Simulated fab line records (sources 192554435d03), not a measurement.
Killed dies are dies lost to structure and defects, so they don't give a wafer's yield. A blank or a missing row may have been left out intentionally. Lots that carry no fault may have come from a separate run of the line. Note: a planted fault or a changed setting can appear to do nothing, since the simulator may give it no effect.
A struck lot beside a sound one	flow n5_finfet	36 out of 1938 route steps
Sound: the wafers L157.2, L157.3, L157.4. Struck: wafer L155.2 (left out: L155.5, a lot-mate that was not struck); the cause follows at the end.
Per side, at each step with rows, come the tool, then ch with its chambers, and then its first start. Under that, the readings that differ: sound wafers	struck wafers	difference of the means	sigmas: that difference in standard deviations of wafers without a fault.
alike: a reading whose means differ by less than 2 such deviations, as well as words and numbers matching on both sides. not compared: withheld readings; readings where some wafer has no value; bounds like >300 that might hide an equal value; numbers whose values overlap and for which the record gives no deviation.
Wherever a step has rows on one side only, a row that says differs or no value, or a row with sigmas, the two part there. When numbers do not overlap yet have no deviation, they are printed without sigmas and do not part them. Lack of a reading on every wafer of one side parts them only where that side has two or more wafers.

first, 9 steps without rows for these wafers: N5_FIN_SAQP_PRECLEAN_42 (cleans in O3/DIW, time 60 s); N5_FIN_SAQP_PRECLEAN_00 (cleans in SC1, time 60 s); N5_FIN_SAQP_PRECLEAN_44 (cleans in SC2, time 45 s); N5_FIN_SAQP_SRD_01 (time 30 s); N5_FIN_SAQP_ALD_61 (deposits SiO2, target thk 4 nm, pulse time 1 s, purge time 2 s); N5_FIN_SAQP_DENSIFY_62 (time 60 s); N5_FIN_SAQP_HM_DEP_03 (deposits SiNx from SiH4/NH3/N2, target thk 38 nm, time 33.6 s); N5_FIN_SAQP_PECVD_47 (deposits a-Si from SiH4/He, target thk 45 nm, time 36.3 s); N5_FIN_SAQP_PECVD_48 (deposits SiNx from SiH4/NH3/N2, target thk 25 nm, time 22.1 s).
N5_FIN_SAQP_PECVD_06: deposits a-Si from SiH4/He, target thk 60 nm, time 48.1 s.
  sound on pecvd-01 ch 0,1, day 5 16:05; struck on pecvd-02 ch 2, day 5 04:59
reading	sound	struck	difference	sigmas
model.a-Si_of_FIN_SAQP_PECVD_06.thk_nm (nm)	58.78 58.9 60.79	64.86	+5.37	
  alike: chamber_pressure_Torr, heater_power_w, showerhead_plenum_p_Torr, throttle_valve_pct
N5_FIN_SAQP_THK_MEAS_07:
  sound on film_metro-01 at day 5 16:11; struck on film_metro-02 at day 5 05:05
reading	sound	struck	difference	sigmas
thk_nm (nm)	58.8 58.9 60.8	64.8	+5.3	+5
then, 15 steps without rows for these wafers: N5_FIN_SAQP_HM_DEP_72 (deposits SiO2 from SiH4/N2O, target thk 12 nm, time 7.2 s); N5_FIN_SAQP_COAT_49 (time 60 s, resist thk 100 nm); N5_FIN_SAQP_COAT_50 (time 60 s, resist thk 35 nm); N5_FIN_SAQP_COAT_10 (resist thk 90 nm); N5_FIN_SAQP_EBR_12; N5_FIN_SAQP_SOFTBAKE_11 (time 60 s); N5_FIN_SAQP_EXPOSE_13 (exposes mask FIN CORE, target cd 35.6 nm); N5_FIN_SAQP_PEB_14 (peb time 60 s); N5_FIN_SAQP_DEVELOP_15 (develop time 30 s); N5_FIN_SAQP_DESCUM_21 (chemistry O2, time 7.9 s); N5_FIN_SAQP_ETCH_51 (etches SiARC in CF4, target depth 45.5 nm, time 75.8 s); N5_FIN_SAQP_ETCH_52 (etches SOC in N2/H2, target depth 100 nm, overetch 20 nm, time 150 s); N5_FIN_SAQP_STRIP_53 (strips in N2/H2); N5_FIN_SAQP_HM_OPEN_73 (chemistry CHF3/O2, target SiO2, stops on a-Si, target depth 12 nm, time 16.8 s); N5_FIN_SAQP_STRIP_74 (strips in CHF3/O2).
N5_FIN_SAQP_MANDREL_ETCH_22: etches a-Si in HBr/Cl2, stops on SiNx, target depth 60 nm, bt time 10 s, time 30 s.
  sound on rie_si-01 ch 1,2,3, day 5 16:55; struck on rie_si-05 ch 2, day 5 05:49
reading	sound	struck	difference	sigmas
oes_product_au (a.u.)	0.753 0.759 0.762	0.806	+0.048	+4
rf_hours_counter_h (h)	110 124 49	18	-76	
model.etch.depth_nm (nm)	58.78 58.82 60.79	64.86	+5.40	
  alike: HBr_flow_sccm, chamber_pressure_mTorr, drypump_motor_current_A, mfc_cl2_sccm, throttle_valve_pct
then, 5 steps without rows for these wafers: N5_FIN_SAQP_STRIP_55 (strips in N2/H2); N5_FIN_SAQP_STRIP_23 (strips in SPM, time 750 s); N5_FIN_SAQP_SRD_66 (time 30 s); N5_FIN_SAQP_RECESS_75 (chemistry HF/NH3, target SiO2, target depth 14.4 nm, afs cycles 3, sublimation time 60 s); N5_FIN_SAQP_SPACER1_ALD_24 (deposits SiO2, target thk 20.3 nm, pulse time 1 s, purge time 2 s).
N5_FIN_SAQP_SPACER1_ETCHBACK_25: etches SiO2 in CHF3/O2, target depth 24.4 nm, time 12.2 s.
  sound on rie_diel-05 ch 0,1,2, day 5 19:35; struck on rie_diel-02 ch 0, day 5 07:28
reading	sound	struck	difference	sigmas
model.a-Si_of_FIN_SAQP_PECVD_06.thk_nm (nm)	57.8 57.8 59.8	64	+6	
  alike: CHF3_flow_sccm, chamber_pressure_mTorr, drypump_motor_current_A, oes_o_777_au, oes_product_au, rf_vpp_V, showerhead_plenum_p_Torr, throttle_valve_pct
  not compared: rf_hours_counter_h
then, 1 step without rows for these wafers: N5_FIN_SAQP_MANDREL1_REMOVE_56 (chemistry HBr/Cl2/O2, target a-Si, stops on SiNx, bt time 10 s).
-- the record jumps here: 6 days lie between the struck wafers' starts before and after (it left off in module FIN_SAQP and takes up again in module BEOL_M4, whose first step shown is number 1111 of the route) --
N5_BEOL_M4_RC_MEAS_101:
  sound on prober-02 ch 0, day 12 11:51; struck on prober-01 ch 0, day 11 18:34
reading	sound	struck	difference	sigmas
DIBL_N (mV/V)	41.2 36.6 36.9	31.9	-6.3	-3
DIBL_P (mV/V)	43.1 37.7 38.5	32.2	-7.6	-3
IOFF_N (nA/um)	0.31 0.19 0.20	0.09	-0.14	-3
IOFF_P (nA/um)	0.37 0.24 0.26	0.15	-0.14	-3
ION_N (uA/um)	692 683 682	640	-46	-3
ION_P (uA/um)	473 465 473	450	-20	-2
SS_N (mV/dec)	72.8 71.4 72.0	70.3	-1.8	-2
VT_N (mV)	240 245 245	257	+14	+3
  alike: SS_P, VT_P
-- a jump in the record: the struck wafers' starts before and after are 4 days apart (it breaks off in module BEOL_M4 and resumes in module PASSIVATION, where the first step shown is number 1936 of the route) --
N5_PASSIVATION_PROBE_49:
  rows exist in the record for the struck wafers here (prober-01, day 15 15:50), but not for the sound ones

== WHERE THEY PART ==
Earliest at N5_FIN_SAQP_THK_MEAS_07; latest, in this record, at N5_PASSIVATION_PROBE_49.

WHY: what the simulator had put in
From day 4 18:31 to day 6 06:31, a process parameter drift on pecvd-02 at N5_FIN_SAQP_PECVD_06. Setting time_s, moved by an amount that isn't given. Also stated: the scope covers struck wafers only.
